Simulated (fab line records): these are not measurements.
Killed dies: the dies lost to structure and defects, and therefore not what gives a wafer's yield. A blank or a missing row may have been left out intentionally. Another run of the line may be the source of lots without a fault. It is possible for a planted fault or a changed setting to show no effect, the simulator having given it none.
fab line records    flow nand_harc
record: lots: 13  wafers: 39  last_day: 22
route steps=1159 shown P_BONDPAD@385 A_ONON_D1@438
lots untouched by any fault: they come from a run of this same line in which no faults occurred
start_h: hours from the record's opening day to when the first of the lot's shown wafers began    wait_h: hours since the lot's step before    " repeats the value in the row above    L1.1+2: a row that stands for several wafers    - either no value or no given start    * or withheld: withheld    < > ~ a bound
route shown NAME@n: names a module that has steps shown in the file, with the first one's number in the route    usual: the fault-free wafers' mean and standard deviation    same: alike in all rows    chamber/n: place in a boat    sites: the reading at each site    _std_site: the standard deviation of these    _edge_site: outer sites' mean less inner sites'    radius_mm: how far each site lies from the wafer's centre    mask NAME#n: copy n    behind: tool/chamber where the wafer was last shaped    hold: the reason the lot was held/the length of the hold in hours/how it ended    device: the n, p or np transistor that did not switch    end of line: the tests these same wafers got at the end of their route    step lacking rows: just its recipe    killed: dies that structure and defects cost at the first sort, which is not the same as the wafer's yield    map: shows each die of a wafer: x if killed, . if not, _ if none is there
set.NAME: the run value of the setting; set.NAME@STEP: its run value at that earlier step    model.NAME: the simulator's own value behind a step, which no gauge read
one table for each step of the route and one row for each wafer, over a sample of lots
services: a tool's chamber out of use, with start hour (start_h, from the record's first day; less than 0 if before it), hours out, and reason
== steps ==
step: NHARC_P_BONDPAD_INSPECT_23
usual: raw_defect_count: 320/100
lot.wafer  tool               chamber  start_h  wait_h  raw_defect_count
L766.4     defect_inspect-02  -        148.39   0.0     162
L766.5     "                  -        "        "       328
L766.6     "                  -        "        "       178
L765.1     defect_inspect-01  -        149.31   0.0     260
L765.3     "                  -        "        "       218
L765.6     "                  -        "        "       296
L767.1     defect_inspect-02  -        154.61   0.0     349
L767.4     "                  -        "        "       343
L767.6     "                  -        "        "       294
L769.1     defect_inspect-02  -        163.02   0.1     312
L769.2     "                  -        "        "       223
L769.6     "                  -        "        "       397
L770.1     defect_inspect-02  -        169.54   0.0     459
L770.3     "                  -        "        "       404
L770.5     "                  -        "        "       248
L772.1     defect_inspect-02  -        179.46   0.0     261
L772.4     "                  -        "        "       225
L772.6     "                  -        "        "       314
L773.1     defect_inspect-01  -        180.98   0.0     316
L773.2     "                  -        "        "       298
L773.6     "                  -        "        "       243
L775.1     defect_inspect-01  -        209.88   0.0     257
L775.2     "                  -        "        "       367
L775.3     "                  -        "        "       276
L776.1     defect_inspect-02  -        211.08   0.0     213
L776.2     "                  -        "        "       242
L776.5     "                  -        "        "       318
L777.1     defect_inspect-02  -        212.20   0.0     408
L777.4     "                  -        "        "       368
L777.6     "                  -        "        "       311
L779.1     defect_inspect-01  -        228.09   0.0     312
L779.4     "                  -        "        "       246
L779.6     "                  -        "        "       305
L782.3     defect_inspect-01  -        243.88   0.0     337
L782.4     "                  -        "        "       265
L782.6     "                  -        "        "       257
L785.1     defect_inspect-01  -        254.80   0.0     322
L785.3     "                  -        "        "       318
L785.6     "                  -        "        "       528
step: NHARC_P_BONDPAD_ACTIVATE_29
recipe: time_s: 60  n2_flow_sccm: 200  ar_flow_sccm: 0  bias_power_w: 0  chemistry: N2
usual: drypump_motor_current_A: 5.6/0.53  oes_product_au: 1.002/0.0088  rf_vpp_V: 64.3/0.9  showerhead_plenum_p_Torr: 1.80/0.069
lot.wafer  tool         chamber  start_h  wait_h  drypump_motor_current_A  oes_product_au  rf_hours_counter_h  rf_vpp_V  showerhead_plenum_p_Torr
L766.4     rie_diel-13  1        148.46   0.1     5.9                      0.997           14                  64.6      1.67
L766.6     "            0        "        "       6.3                      0.999           -                   62.1      1.63
L766.5     "            1        "        "       5.9                      0.999           -                   64.9      1.67
L765.3     rie_diel-11  2        149.39   0.1     4.9                      1.011           12                  64.3      1.83
L765.1     "            0        "        "       6.3                      0.993           12                  64.7      1.83
L765.6     "            2        "        "       4.9                      1.011           -                   64.5      1.83
L767.4     rie_diel-11  3        154.67   0.1     5.8                      0.995           12                  64.9      1.85
L767.1     "            1        "        "       5.3                      1.001           12                  64.1      1.72
L767.6     "            0        "        "       6.3                      0.992           -                   64.6      1.83
L769.2     rie_diel-11  3        163.08   0.1     5.8                      0.999           13                  64.7      1.85
L769.1     "            1        "        "       5.3                      0.987           13                  61.5      1.71
L769.6     "            0        "        "       6.3                      0.991           -                   63.4      1.83
L770.1     rie_diel-11  2        169.61   0.1     4.9                      1.014           14                  64.7      1.83
L770.3     "            1        "        "       5.3                      0.998           13                  64.2      1.71
L770.5     "            2        "        "       4.9                      1.007           -                   63.7      1.83
L772.1     rie_diel-11  0        179.54   0.1     6.3                      0.997           15                  65.2      1.83
L772.4     "            1        "        "       5.3                      0.992           14                  63.0      1.71
L772.6     "            0        "        "       6.3                      0.990           -                   64.2      1.83
L773.1     rie_diel-11  3        181.04   0.1     5.8                      0.999           14                  64.7      1.85
L773.2     "            2        "        "       4.9                      1.013           15                  64.7      1.83
L773.6     "            0        "        "       6.3                      0.994           -                   64.8      1.83
L775.2     rie_diel-05  1        209.96   0.1     5.2                      0.996           9                   65.8      1.92
L775.1     "            2        "        "       6.3                      0.993           10                  65.5      1.82
L775.3     "            0        "        "       6.3                      1.006           9                   64.2      1.75
L776.2     rie_diel-13  3        211.14   0.1     5.2                      0.975           38                  65.9      1.75
L776.1     "            1        "        "       5.9                      1.010           38                  64.0      1.67
L776.5     "            0        "        "       6.3                      0.998           -                   63.7      1.63
L777.1     rie_diel-05  2        212.29   0.1     6.3                      1.016           10                  64.7      1.82
L777.6     "            1        "        "       5.2                      0.992           -                   62.8      1.92
L777.4     "            2        "        "       6.3                      1.013           -                   64.4      1.82
L779.1     rie_diel-11  0        228.16   0.1     6.3                      1.007           3                   64.4      1.83
L779.4     "            1        "        "       5.3                      1.006           3                   63.3      1.71
L779.6     "            3        "        "       5.8                      1.012           -                   65.0      1.85
L782.3     rie_diel-11  3        243.94   0.1     5.8                      1.000           5                   65.1      1.85
L782.4     "            1        "        "       5.3                      1.008           5                   63.6      1.71
L782.6     "            0        "        "       6.3                      0.994           -                   64.2      1.83
L785.3     rie_diel-11  2        254.87   0.1     4.9                      0.995           6                   64.8      1.83
L785.1     "            0        "        "       6.3                      1.004           5                   63.8      1.83
L785.6     "            1        "        "       5.3                      1.003           -                   63.8      1.71
step: NHARC_A_ONON_D1_DEP_19
recipe: target_thk_a: 10000  n2_flow_sccm: 2750  n2o_flow_sccm: 2000  nh3_flow_sccm: 500  sih4_flow_sccm: 210  temp_c: 400
lot.wafer   tool           chamber  start_h  wait_h
L765.1+3+6  pecvd_onon-01  0        182.56   0.1
L766.4+5+6  pecvd_onon-04  0        182.71   0.2
L767.1+4+6  pecvd_onon-04  0        188.51   0.1
L769.1+2+6  pecvd_onon-04  0        200.39   0.1
L770.1+3+5  pecvd_onon-04  0        214.33   0.1
L773.1+2+6  pecvd_onon-04  0        214.68   0.1
L772.1+4+6  pecvd_onon-01  0        214.81   0.2
L777.1+4+6  pecvd_onon-01  0        243.41   0.2
L776.1+2+5  pecvd_onon-02  0        243.44   0.2
L775.1+2+3  pecvd_onon-01  0        243.76   0.2
L779.1+4+6  pecvd_onon-01  0        262.26   0.1
L782.3+4+6  pecvd_onon-01  0        278.04   0.2
L785.1+3+6  pecvd_onon-01  0        288.29   0.1
step: NHARC_A_ONON_D1_THK_MEAS_21
recipe: thk_meas_gauge: ellipsometry
usual: thk_nm: 1004/8.5
lot.wafer  tool           chamber  start_h  wait_h  hold                      thk_nm
L766.4     film_metro-01  -        183.05   -       -                         992
L766.5     "              -        "        "       -                         994
L766.6     "              -        "        "       -                         991
L765.1     film_metro-02  -        183.07   -       -                         1003
L765.3     "              -        "        "       -                         1002
L765.6     "              -        "        "       -                         1003
L767.1     film_metro-01  -        189.03   -       -                         1011
L767.4     "              -        "        "       -                         1010
L767.6     "              -        "        "       -                         1010
L769.1     film_metro-01  -        200.90   -       -                         999
L769.2     "              -        "        "       -                         1001
L769.6     "              -        "        "       -                         998
L770.1     film_metro-01  -        214.83   -       -                         991
L770.3     "              -        "        "       -                         990
L770.5     "              -        "        "       -                         990
L773.1     film_metro-01  -        215.19   -       -                         997
L773.2     "              -        "        "       -                         998
L773.6     "              -        "        "       -                         999
L772.1     film_metro-01  -        215.32   -       -                         1003
L772.4     "              -        "        "       -                         1003
L772.6     "              -        "        "       -                         1003
L777.1     film_metro-02  -        243.92   -       -                         993
L777.4     "              -        "        "       -                         992
L777.6     "              -        "        "       -                         993
L776.1     film_metro-02  -        243.95   -       -                         998
L776.2     "              -        "        "       -                         998
L776.5     "              -        "        "       -                         996
L775.1     film_metro-01  -        244.27   -       -                         1015
L775.2     "              -        "        "       -                         1015
L775.3     "              -        "        "       -                         1014
L779.1     film_metro-02  -        262.77   -       -                         1010
L779.4     "              -        "        "       -                         1011
L779.6     "              -        "        "       -                         1011
L782.3     film_metro-01  -        278.44   -       await_dispo/0.2h/release  1875
L782.4     "              -        "        "       await_dispo/0.2h/release  1875
L782.6     "              -        "        "       await_dispo/0.2h/release  1875
L782.3     film_metro-01  -        278.61   0.2     -                         1876
L782.4     "              -        "        "       -                         1876
L782.6     "              -        "        "       -                         1877
L785.1     film_metro-01  -        288.80   -       await_dispo/0.2h/release  1872
L785.3     "              -        "        "       await_dispo/0.2h/release  1871
L785.6     "              -        "        "       await_dispo/0.2h/release  1872
L785.1     film_metro-01  -        288.97   0.2     -                         1873
L785.3     "              -        "        "       -                         1875
L785.6     "              -        "        "       -                         1874
step: NHARC_A_ONON_D1_THK_MEAS_24
recipe: thk_meas_gauge: ellipsometry
usual: thk_nm: 1002/8.4
lot.wafer  tool           chamber  start_h  wait_h  thk_nm
L766.4     film_metro-01  -        183.62   -       995
L766.5     "              -        "        "       995
L766.6     "              -        "        "       996
L765.1     film_metro-01  -        183.67   -       1004
L765.3     "              -        "        "       1003
L765.6     "              -        "        "       1003
L767.1     film_metro-01  -        189.60   -       1016
L767.4     "              -        "        "       1014
L767.6     "              -        "        "       1017
L769.1     film_metro-02  -        201.47   -       985
L769.2     "              -        "        "       985
L769.6     "              -        "        "       984
L770.1     film_metro-02  -        215.40   -       1016
L770.3     "              -        "        "       1017
L770.5     "              -        "        "       1016
L773.1     film_metro-01  -        215.75   -       1000
L773.2     "              -        "        "       999
L773.6     "              -        "        "       1002
L772.1     film_metro-01  -        215.89   -       997
L772.4     "              -        "        "       997
L772.6     "              -        "        "       997
L777.1     film_metro-01  -        244.63   -       1023
L777.4     "              -        "        "       1022
L777.6     "              -        "        "       1024
L776.1     film_metro-02  -        244.66   -       997
L776.2     "              -        "        "       996
L776.5     "              -        "        "       995
L775.1     film_metro-02  -        244.97   -       1007
L775.2     "              -        "        "       1008
L775.3     "              -        "        "       1007
L779.1     film_metro-02  -        263.33   -       1007
L779.4     "              -        "        "       1003
L779.6     "              -        "        "       1005
== services ==
tool           chamber  start_h  hours  kind
rie_diel-11    0        136.91   9.5    repair
rie_diel-11    1        142.10   6.2    repair
rie_diel-11    2        144.01   -      clean
rie_diel-11    3        144.01   -      clean
rie_diel-05    -        163.62   9.0    pm
rie_diel-11    0        168.51   -      clean
rie_diel-11    1        168.51   -      clean
rie_diel-11    2        168.51   -      clean
rie_diel-11    3        168.51   -      clean
rie_diel-05    0        172.99   1.4    repair
rie_diel-11    -        189.50   9.0    pm
rie_diel-11    0        189.50   9.0    vent_cycle
rie_diel-11    1        189.50   9.0    vent_cycle
rie_diel-11    2        189.50   9.0    vent_cycle
rie_diel-11    3        189.50   9.0    vent_cycle
rie_diel-05    0        189.75   3.0    repair
pecvd_onon-01  -        195.24   13.0   pm
rie_diel-11    0        198.50   -      clean
rie_diel-11    1        198.50   -      clean
rie_diel-05    3        204.70   9.8    repair
rie_diel-13    3        232.11   3.8    repair
pecvd_onon-04  -        237.01   13.0   pm
rie_diel-11    1        245.05   1.3    repair
rie_diel-13    -        276.08   9.0    pm
== key ==
first_sign: step: NHARC_A_ONON_D1_THK_MEAS_21  reading: visit  direction: added
effect: step: NHARC_A_ONON_D1_THK_MEAS_21  reading: thk_nm  direction: up  sigmas: 99+  usual: 1004  struck: 1873
met_at NHARC_A_ONON_D1_DEP_19
struck_lots L782,L785
struck_wafers L782.3,L782.4,L782.6,L785.1,L785.3,L785.6
scrapped_behind NHARC_A_ONON_D1_THK_MEAS_21 L782.3,L782.4,L782.6,L785.1,L785.3,L785.6
not_acting_at NHARC_P_BONDPAD_INSPECT_23,NHARC_P_BONDPAD_ACTIVATE_29,NHARC_A_ONON_D1_THK_MEAS_24
onset_between 262.26 278.04
also_fits time
fault: kind: process_parameter_drift  tool: pecvd_onon-01  chamber: 0  onset_h: 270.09  steps: NHARC_A_ONON_D1_DEP_19  channel: target_thk_a  offset: *  shape: step  end_h: 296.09  acts_in: *  stated: *
